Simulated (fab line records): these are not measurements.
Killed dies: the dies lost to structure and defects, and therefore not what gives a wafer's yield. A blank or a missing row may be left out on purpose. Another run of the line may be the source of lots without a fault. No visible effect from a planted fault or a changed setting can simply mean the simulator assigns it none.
fab line records	flow n5-finfet
[record] lots = 9	wafers = 24	last-day = 17
route steps=1938 shown BEOL_M3@954 BEOL_M4@1111 PASSIVATION@1936
lots that met no fault: taken from a fault-free run of the same line
start-h: hours from the record's first day to the start of the lot's first wafer shown	wait-h: hours from the lot's prior step to this one	" identical to the entry in the row above	L1.1+2: one row covering several wafers at once	- no value, or no start was given	* or withheld: withheld	< > ~ a bound
route shown NAME@n: names a module that has steps shown in the file, with the first one's number in the route	usual: mean/standard deviation of fault-free wafers	same: alike in all rows	chamber/n: place in a boat	sites: each site's reading	_std_site: their standard deviation	_edge_site: inner sites' mean taken away from outer sites' mean	radius-mm: for every site, how far away it sits from the centre of the wafer	mask NAME#n: copy n	behind: the tool/chamber that last shaped the wafer	hold: why the lot was held/for how many hours/how that ended	device: transistor that didn't switch, given as n, p or np	end of line: tests of these same wafers at the route's end	where a step has no rows: the recipe by itself	killed: at the first sort, the dies lost to defects and structure; wafer yield is something else	map: shows each die of a wafer: x if killed, . if not, _ if none is there
set.NAME: the run value of the setting; set.NAME@STEP: its run value at that earlier step	model.NAME: the simulator's own value behind a step, which no gauge read
one table for each step of the route and one row for each wafer, over a sample of lots
services: when a tool's chamber went out of use (start-h, in hours from the record's first day, below 0 if earlier), for how many hours, and the reason
[[steps]]
[step N5_BEOL_M3_HM_OPEN_17]
[recipe] chemistry = Cl2/BCl3	target-depth-a = 200	overetch-a = 60	target = TiN	mask-material = SOC	ion-energy-ev = 150	pressure-mtorr = 10	icp-w = 1000	bias-w = 126	Cl2_flow_sccm = 53.25	bcl3-flow-sccm = 21.75	Ar_flow_sccm = 25
[usual] bias-w = 126.0/0.39	drypump-motor-current-A = 5.6/0.4	oes-product-au = 0.63/0.071	throttle-valve-pct = 22.29/0.26
lot.wafer	tool	chamber	start-h	wait-h	bias-w	drypump-motor-current-A	oes-product-au	rf-hours-counter-h	throttle-valve-pct
L815.1	rie-metal-01	0	156.34	0.0	126.0	6.0	0.60	82	22.12
L815.4	"	0	"	"	125.9	5.9	0.60	-	22.13
L815.5	"	0	"	"	125.8	5.9	0.58	-	22.13
L817.2	rie-metal-01	1	174.62	0.0	125.3	5.5	0.55	101	22.70
L817.3	"	0	"	"	125.9	5.9	0.58	-	22.15
L817.6	"	1	"	"	125.5	5.5	0.54	-	22.70
L822.1	rie-metal-02	1	211.14	0.0	125.8	5.1	0.65	46	22.57
L822.2	"	1	"	"	126.1	5.1	0.64	-	22.56
L823.3	rie-metal-03	1	216.51	0.1	126.3	5.3	0.76	-	22.04
L825.1	rie-metal-03	0	227.37	0.0	125.0	6.3	0.68	28	22.13
L825.2	"	1	"	"	125.9	5.3	0.75	11	22.07
L825.6	"	0	"	"	125.7	6.3	0.69	-	22.14
L828.1	rie-metal-01	1	239.80	0.0	127.1	5.5	0.55	107	22.69
L828.2	"	0	"	"	126.2	6.0	0.58	89	22.15
L828.5	"	0	"	"	126.0	6.0	0.59	-	22.15
L827.1	rie-metal-03	1	239.97	0.0	125.6	5.3	0.73	13	22.05
L827.5	"	1	"	"	126.0	5.3	0.73	-	22.09
L827.6	"	0	"	"	125.7	6.3	0.68	-	22.16
L829.1	rie-metal-01	1	243.78	0.0	126.1	5.5	0.54	107	22.70
L829.2	"	0	"	"	125.3	6.0	0.59	89	22.12
L829.5	"	1	"	"	126.9	5.5	0.54	-	22.69
L833.3	rie-metal-02	1	271.94	0.1	126.4	5.1	0.63	-	22.59
L833.5	"	0	"	"	126.1	5.4	0.58	-	22.09
L833.6	"	1	"	"	126.6	5.1	0.62	-	22.59
[step N5_BEOL_M3_ALD_98]
[recipe] material = SiO2	target-thk-a = 25	temp-c = 100	ald-precursor-family = BDEAS	ald-co-reactant = O2-plasma	pulse-time-s = 1	co-reactant-pulse-time-s = 1	purge-time-s = 2	co-reactant-purge-time-s = 2	ald-cycles = 17	pressure-torr = 2
[usual] heater-power-w = 81/9.5	precursor-pulse-height-rel = 1.001/0.019
[same] ald-cycles = 17	purge-time-s = 2
lot.wafer	tool	chamber	start-h	wait-h	heater-power-w	precursor-pulse-height-rel
L815.1	ald-sin-03	0	158.53	1.5	69	1.018
L815.4	"	2	"	"	86	0.996
L815.5	"	3	"	"	95	0.987
L817.2	ald-sin-03	1	175.79	0.4	66	0.989
L817.3	"	0	"	"	67	1.005
L817.6	"	0	"	"	69	1.017
L822.1	ald-sin-03	2	212.16	0.2	88	1.022
L822.2	"	0	"	"	69	0.985
L823.3	ald-sin-04	1	217.46	0.1	84	0.993
L825.1	ald-sin-02	3	228.13	0.1	93	1.020
L825.2	"	0	"	"	67	0.984
L825.6	"	0	"	"	68	0.960
L828.1	ald-sin-02	3	241.05	0.4	91	1.017
L828.2	"	0	"	"	68	0.991
L828.5	"	2	"	"	91	1.008
L827.1	ald-sin-02	3	241.15	0.3	90	1.006
L827.5	"	1	"	"	82	0.994
L827.6	"	0	"	"	66	0.991
L829.1	ald-sin-04	2	244.71	0.1	78	1.002
L829.2	"	1	"	"	86	0.991
L829.5	"	2	"	"	78	0.996
L833.3	ald-sin-02	3	274.12	1.4	92	0.981
L833.5	"	1	"	"	79	0.978
L833.6	"	0	"	"	66	1.002
[step N5_BEOL_M3_ETCHBACK_99]
[recipe] chemistry = CHF3	target = SiO2	target-depth-a = 50	time-s = 10.4	source-w = 215	bias-w = 47	Ar_flow_sccm = 200	CHF3_flow_sccm = 12	ion-energy-ev = 100	pressure-mtorr = 30
[usual] bias-w = 46.99/0.15	drypump-motor-current-A = 5.52/0.28	oes-product-au = 0.76/0.067	rf-vpp-V = 241.5/2.4	showerhead-plenum-p-Torr = 2.14/0.065	throttle-valve-pct = 17.07/0.23
[same] time-s = 10.4
lot.wafer	tool	chamber	start-h	wait-h	bias-w	drypump-motor-current-A	oes-product-au	rf-hours-counter-h	rf-vpp-V	showerhead-plenum-p-Torr	throttle-valve-pct
L815.1	rie-diel-01	1	165.27	6.7	47.27	5.57	0.72	205	241.1	2.21	17.12
L815.4	"	3	"	"	47.07	5.66	0.78	123	239.9	2.09	16.82
L815.5	"	1	"	"	47.17	5.58	0.73	-	242.2	2.21	17.11
L817.2	rie-diel-06	3	176.82	1.0	46.85	5.07	0.71	213	242.0	2.04	17.08
L817.3	"	0	"	"	47.10	5.47	0.89	52	241.7	2.19	16.71
L817.6	"	1	"	"	47.09	5.99	0.92	-	240.8	2.20	16.76
L822.1	rie-diel-06	1	214.38	2.2	46.83	5.98	1.16	38	240.7	2.19	16.79
L822.2	"	2	"	"	47.03	5.93	0.79	115	243.3	2.24	16.75
L825.1	rie-diel-01	1	228.52	0.3	46.80	5.58	0.71	227	240.2	2.21	17.17
L825.2	"	3	"	"	46.80	5.64	0.76	144	239.4	2.08	16.84
L825.6	"	1	"	"	46.85	5.56	0.71	-	239.8	2.21	17.14
L823.3	rie-diel-06	1	228.88	11.4	47.21	5.96	0.88	43	241.4	2.19	16.78
L828.1	rie-diel-03	1	241.70	0.6	47.09	5.24	0.76	152	238.6	1.99	16.90
L828.2	"	3	"	"	46.99	5.72	0.69	242	240.6	2.11	17.35
L828.5	"	3	"	"	46.82	5.69	0.68	-	242.0	2.11	17.34
L827.1	rie-diel-01	3	244.54	3.3	47.09	5.65	0.76	149	238.5	2.08	16.85
L827.5	"	2	"	"	46.85	5.69	0.70	-	243.1	2.13	17.29
L827.6	"	3	"	"	47.35	5.66	0.76	-	239.8	2.08	16.86
L829.1	rie-diel-01	2	258.31	13.6	47.17	5.68	0.70	237	243.0	2.12	17.31
L829.2	"	0	"	"	46.97	5.06	0.81	93	243.9	2.17	17.26
L829.5	"	2	"	"	47.10	5.69	0.70	-	244.2	2.12	17.29
L833.3	rie-diel-01	3	281.13	7.0	47.05	5.65	0.75	160	240.3	2.08	16.87
L833.5	"	3	"	"	47.08	5.66	0.74	-	239.2	2.08	16.89
L833.6	"	2	"	"	47.00	5.67	0.69	-	242.8	2.12	17.31
[step N5_BEOL_M3_ETCH_70]
[recipe] chemistry = N2/H2	target = SOC	target-depth-a = 800	overetch-a = 160	mask-material = SiARC	temp-c = 40	time-s = 120	ion-energy-ev = 200	pressure-mtorr = 30	source-w = 840	bias-w = 150	n2-flow-sccm = 200	h2-flow-sccm = 200
[usual] bias-w = 150.0/0.45	drypump-motor-current-A = 5.53/0.28	oes-product-au = 0.58/0.047	rf-vpp-V = 523.5/2.4	showerhead-plenum-p-Torr = 2.53/0.083	throttle-valve-pct = 17.84/0.23
[same] time-s = 120
lot.wafer	tool	chamber	start-h	wait-h	bias-w	drypump-motor-current-A	oes-product-au	rf-hours-counter-h	rf-vpp-V	showerhead-plenum-p-Torr	throttle-valve-pct
L815.1	rie-diel-01	1	165.30	0.0	149.9	5.59	0.55	205	526.8	2.63	17.92
L815.4	"	3	"	"	150.3	5.68	0.59	123	521.2	2.46	17.63
L815.5	"	1	"	"	149.5	5.59	0.55	-	525.1	2.63	17.92
L817.2	rie-diel-06	3	176.85	0.0	149.6	5.07	0.56	213	520.4	2.41	17.92
L817.3	"	0	"	"	149.2	5.48	0.67	52	524.7	2.58	17.45
L817.6	"	1	"	"	149.2	5.97	0.69	-	525.6	2.59	17.59
L822.1	rie-diel-06	1	214.42	0.0	150.1	5.98	0.66	38	525.1	2.59	17.60
L822.2	"	2	"	"	149.3	5.98	0.60	115	525.0	2.67	17.72
L825.1	rie-diel-01	1	228.56	0.0	149.9	5.58	0.54	227	525.5	2.62	17.96
L825.2	"	3	"	"	149.7	5.67	0.57	144	521.3	2.45	17.70
L825.6	"	1	"	"	149.8	5.58	0.54	-	525.9	2.62	17.95
L823.3	rie-diel-06	1	228.92	0.0	149.5	5.98	0.67	43	524.7	2.59	17.60
L828.1	rie-diel-03	1	241.74	0.0	149.9	5.21	0.59	152	518.1	2.33	17.50
L828.2	"	3	"	"	150.1	5.71	0.53	242	523.8	2.51	18.17
L828.5	"	3	"	"	150.1	5.70	0.53	-	522.9	2.51	18.17
L827.1	rie-diel-01	3	244.58	0.0	149.8	5.68	0.58	149	520.8	2.45	17.69
L827.5	"	2	"	"	149.5	5.69	0.54	-	522.9	2.51	18.05
L827.6	"	3	"	"	149.6	5.69	0.58	-	521.2	2.45	17.68
L829.1	rie-diel-01	2	258.35	0.0	149.3	5.68	0.53	237	522.3	2.51	18.06
L829.2	"	0	"	"	149.2	5.08	0.61	93	524.6	2.56	17.94
L829.5	"	2	"	"	149.8	5.68	0.54	-	523.2	2.51	18.07
L833.3	rie-diel-01	3	281.17	0.0	149.8	5.66	0.57	160	520.8	2.45	17.71
L833.5	"	3	"	"	149.2	5.67	0.56	-	520.4	2.45	17.70
L833.6	"	2	"	"	150.4	5.70	0.53	-	522.1	2.51	18.07
[step N5_BEOL_M4_RC_MEAS_101]
[usual] DIBL_N = 35.9/1.3	DIBL_P = 35.9/1.5	IOFF_N = 0.152/0.023	IOFF_P = 0.204/0.027	ION_N = 673/9.2	ION_P = 462/6.7	SS_N = 71.4/0.48	SS_P = 73.2/0.55	VT_N = 250.3/2.6	VT_P = -250.6/3
lot.wafer	tool	chamber	start-h	wait-h	DIBL_N[mV/V]	DIBL_P[mV/V]	IOFF_N[nA/um]	IOFF_P[nA/um]	ION_N[uA/um]	ION_P[uA/um]	SS_N[mV/dec]	SS_P[mV/dec]	VT_N[mV]	VT_P[mV]
L815.1	prober-01	0	186.74	0.0	35.9	36.2	0.177	0.208	682	458	71.3	73.9	246.9	-250.4
L815.4	"	0	"	"	35.3	35.8	0.163	0.198	679	459	71.8	73.7	248.9	-251.5
L815.5	"	0	"	"	34.9	36.1	0.159	0.204	676	464	70.8	73.1	248.7	-252.7
L817.2	prober-02	0	210.39	0.2	36.5	37.3	0.167	0.198	677	461	70.8	74.3	249.8	-253.7
L817.3	"	0	"	"	35.0	36.3	0.150	0.182	679	452	71.0	73.0	252.0	-254.3
L817.6	"	0	"	"	36.1	37.1	0.163	0.197	680	462	71.5	73.2	248.3	-251.2
L822.1	prober-01	0	238.39	0.0	36.2	35.5	0.162	0.209	687	467	71.6	73.1	246.1	-248.9
L822.2	"	0	"	"	37.4	37.4	0.183	0.233	680	468	71.8	74.2	245.8	-249.6
L825.1	prober-01	0	266.27	0.0	35.2	36.2	0.158	0.216	679	469	71.9	72.9	250.1	-248.2
L825.2	"	0	"	"	32.5	33.7	0.120	0.180	670	462	70.6	72.4	252.9	-250.1
L825.6	"	0	"	"	35.8	36.4	0.160	0.222	671	462	71.1	73.5	251.2	-248.6
L823.3	prober-02	0	267.38	0.3	35.0	35.2	0.127	0.198	665	460	70.7	72.8	251.2	-248.8
L828.1	prober-01	0	271.93	0.0	33.9	35.3	0.152	0.208	688	474	71.3	72.8	248.7	-248.8
L828.2	"	0	"	"	34.1	36.2	0.156	0.231	682	474	71.0	73.3	250.0	-245.6
L828.5	"	0	"	"	33.2	34.6	0.136	0.201	681	471	70.4	72.7	250.0	-249.4
L827.1	prober-02	0	274.88	0.0	36.3	33.9	0.147	0.227	669	472	71.5	72.4	248.6	-244.2
L827.5	"	0	"	"	36.9	34.5	0.148	0.227	678	467	71.1	73.4	251.3	-247.5
L827.6	"	0	"	"	38.0	36.4	0.184	0.275	692	477	71.6	73.6	247.6	-243.5
L829.1	prober-02	0	278.09	0.0	37.4	34.7	0.139	0.161	679	457	71.0	72.6	251.0	-255.2
L829.2	"	0	"	"	39.0	36.7	0.163	0.193	689	463	71.4	73.7	248.7	-253.3
L829.5	"	0	"	"	36.4	33.5	0.121	0.149	669	452	71.3	72.6	252.4	-252.7
L833.3	prober-01	0	305.57	0.3	36.5	36.4	0.174	0.228	688	471	71.9	72.9	246.3	-248.1
L833.5	"	0	"	"	35.8	35.8	0.162	0.218	681	469	72.0	72.9	248.6	-249.2
L833.6	"	0	"	"	36.4	36.3	0.172	0.228	677	468	71.1	72.5	245.5	-247.2
[step N5_PASSIVATION_PROBE_49]
[usual] defect-limited-yield = 91.0/1.5	killed_at_M0_to_M3 = 37/12	killed_at_M4_up = 13/5	killed-at-contacts = 13/6.1	killed-at-front-end = 39/11	killed-at-other = 4/3.2	killed-dies = 106/17	killed-open = 69/12	killed-short = 35/7.9	sort_bin_5_function = 5.3/1	sort_bin_6_memory = 3.3/0.68	sort-n-pass = 1074/17	sort-yield-pct = 91.0/1.5
[same] gross-dies = 1180	killed-at-back-side = 0	sort_bin_4_leakage[%] = 0	sort_bin_8_speed[%] = 0
lot.wafer	tool	chamber	start-h	wait-h	defect-limited-yield[%]	killed_at_M0_to_M3	killed_at_M4_up	killed-at-contacts	killed-at-front-end	killed-at-other	killed-dies	killed-open	killed-short	sort_bin_5_function[%]	sort_bin_6_memory[%]	sort-n-pass	sort-yield-pct[%]
L825.1	prober-01	-	374.41	0.0	90.2	52	8	10	41	5	116	80	35	5.8	3.8	1064	90.2
L825.2	prober-01	-	374.46	0.1	90.4	46	11	18	29	9	113	78	34	5.9	3.5	1067	90.4
L825.6	prober-01	-	374.66	0.3	89.7	41	21	11	37	12	122	77	44	5.9	3.9	1058	89.7
L823.3	prober-02	-	374.99	0.1	89.3	44	12	12	48	10	126	70	51	6.6	3.1	1054	89.3
// killed by level:class
L825.1 BEOL_M1:geometric-particle:open=19 FIN_SAQP:geometric-particle:open=18 FIN_SAQP:geometric-particle:short=11 MOL_CONTACT_COAG:geometric-particle:open=10 BEOL_M0_SAQP:geometric-particle:short=10 BEOL_M0_SAQP:geometric-particle:open=9 BEOL_M3:geometric-particle:open=7 PAD_METAL:geometric-particle:open=3
L825.2 MOL_CONTACT_COAG:geometric-particle:open=15 BEOL_M3:geometric-particle:open=13 BEOL_M0_SAQP:geometric-particle:short=11 BEOL_M0_SAQP:geometric-particle:open=9 BEOL_M4:geometric-particle:open=8 STI_FIN_REVEAL:geometric-particle:open=4 GATE_CUT:geometric-particle:short=4 GATE_CUT:geometric-particle:open=4
L825.6 BEOL_M0_SAQP:geometric-particle:short=11 BEOL_M0_SAQP:geometric-particle:open=11 MOL_CONTACT_COAG:geometric-particle:open=9 BEOL_M4:geometric-particle:open=9 STI_FIN_REVEAL:geometric-particle:open=7 FIN_SAQP:geometric-particle:open=6 PASS1_CAP:geometric-particle:short=6 BEOL_M1:geometric-particle:open=5
L823.3 BEOL_M0_SAQP:geometric-particle:short=9 BEOL_M3:geometric-particle:open=8 FIN_SAQP:geometric-particle:short=7 BEOL_M0_SAQP:geometric-particle:open=7 BEOL_M1:geometric-particle:open=7 FIN_SAQP:geometric-particle:open=6 MOL_CONTACT_COAG:geometric-particle:short=6 MOL_CONTACT_COAG:geometric-particle:open=6
[[services]]
tool	chamber	start-h	hours	kind
rie-diel-01	0	135.30	1.6	repair
ald-sin-03	2	138.47	10.7	repair
rie-metal-03	0	144.49	3.8	repair
rie-diel-06	2	146.56	6.0	repair
rie-diel-03	2	152.31	9.3	repair
ald-sin-02	-	166.41	0.8	pm
rie-diel-03	1	174.66	6.3	repair
ald-sin-03	-	177.34	14.0	pm
ald-sin-03	0	177.34	14.0	vent-cycle
ald-sin-03	1	177.34	14.0	vent-cycle
ald-sin-04	3	188.83	10.3	repair
rie-metal-03	-	195.67	0.3	repair
rie-metal-02	0	208.70	9.6	repair
rie-diel-01	0	210.39	10.2	repair
ald-sin-02	1	223.34	16.5	repair
ald-sin-04	-	223.41	1.2	repair
ald-sin-02	2	228.06	3.2	repair
rie-metal-02	-	234.38	1.4	pm
rie-diel-03	2	241.27	5.7	repair
ald-sin-04	3	241.35	18.6	repair
rie-metal-02	-	244.44	0.4	repair
rie-diel-03	3	244.60	9.1	repair
rie-diel-06	2	269.26	3.9	repair
rie-diel-01	0	275.92	17.7	repair
[[key]]
[first-sign] step = N5_BEOL_M3_ETCHBACK_99	reading = oes-product-au	direction = up	sigmas = 6	usual = 0.76	struck = 1.16
effect none on later readings
met-at N5_BEOL_M3_ETCHBACK_99
struck-lots L822
struck-wafers L822.1
not-acting-at N5_BEOL_M3_HM_OPEN_17,N5_BEOL_M3_ALD_98,N5_BEOL_M3_ETCH_70
onset-between 176.82 214.38
[fault] kind = process-parameter-drift	tool = rie-diel-06	chamber = -	onset-h = 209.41	steps = N5_BEOL_M3_ETCHBACK_99	channel = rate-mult	offset = 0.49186	shape = step	end-h = 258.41	scope = struck-wafers-only
